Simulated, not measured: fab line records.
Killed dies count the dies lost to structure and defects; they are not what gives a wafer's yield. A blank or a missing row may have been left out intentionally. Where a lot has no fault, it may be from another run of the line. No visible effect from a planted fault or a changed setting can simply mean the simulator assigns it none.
Chamber matching | flow n5 finfet | ald metal-03 running N5_BEOL_M6_ALD_77: 4 sister chambers
The step deposits TaN, target thk 2 nm, pulse time 2 s, purge time 3 s. 8 wafers are shown with their chamber, then 12 later ones without.

== WAFERS, EACH WITH ITS CHAMBER ==
wafer  | chamber | heater power w (W)
L086.3 | 3       | 449
L089.5 | 3       | 445
L089.6 | 0       | 396
L092.4 | 0       | 403
L092.5 | 1       | 502
L093.3 | 2       | 486
L093.5 | 1       | 507
L093.6 | 2       | 495

== WAFERS WHOSE CHAMBER IS MISSING ==
wafer  | heater power w (W)
L095.1 | 502
L095.2 | 452
L095.4 | 503
L096.1 | 411
L096.5 | 396
L096.6 | 527
L097.1 | 399
L097.2 | 491
L097.3 | 451
L097.4 | 499
L097.5 | 411
L097.6 | 446

== THE CHAMBER EACH PASSED THROUGH ==
wafer  | from the rows above     | in truth
L095.1 | can't be placed: 1 or 2 | 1
L095.2 | 3                       | 3
L095.4 | 1                       | 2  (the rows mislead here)
L096.1 | 0                       | 0
L096.5 | 0                       | 0
L096.6 | 1                       | 1
L097.1 | 0                       | 0
L097.2 | 2                       | 2
L097.3 | 3                       | 3
L097.4 | can't be placed: 1 or 2 | 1
L097.5 | 0                       | 0
L097.6 | 3                       | 3
Placed correctly: 9 of 12. Cannot be placed on the basis of these rows: 2; the candidates contain the true chamber in 2. Placed wrongly: 1.
How it was worked out, from the rows above alone: a wafer's distance from a chamber is the root of the sum, over the readings, of the square of ((its reading less the chamber's mean) divided by the reading's scatter). The wafer belongs to the nearest chamber; if the next one is less than 2 further off, it can't be placed. The mean given for a chamber averages the wafers shown for that chamber. How the scatter is found: for the shown wafers, subtract from each reading the mean of its chamber, square and add these, divide the total by (wafers less chambers), then take the root.
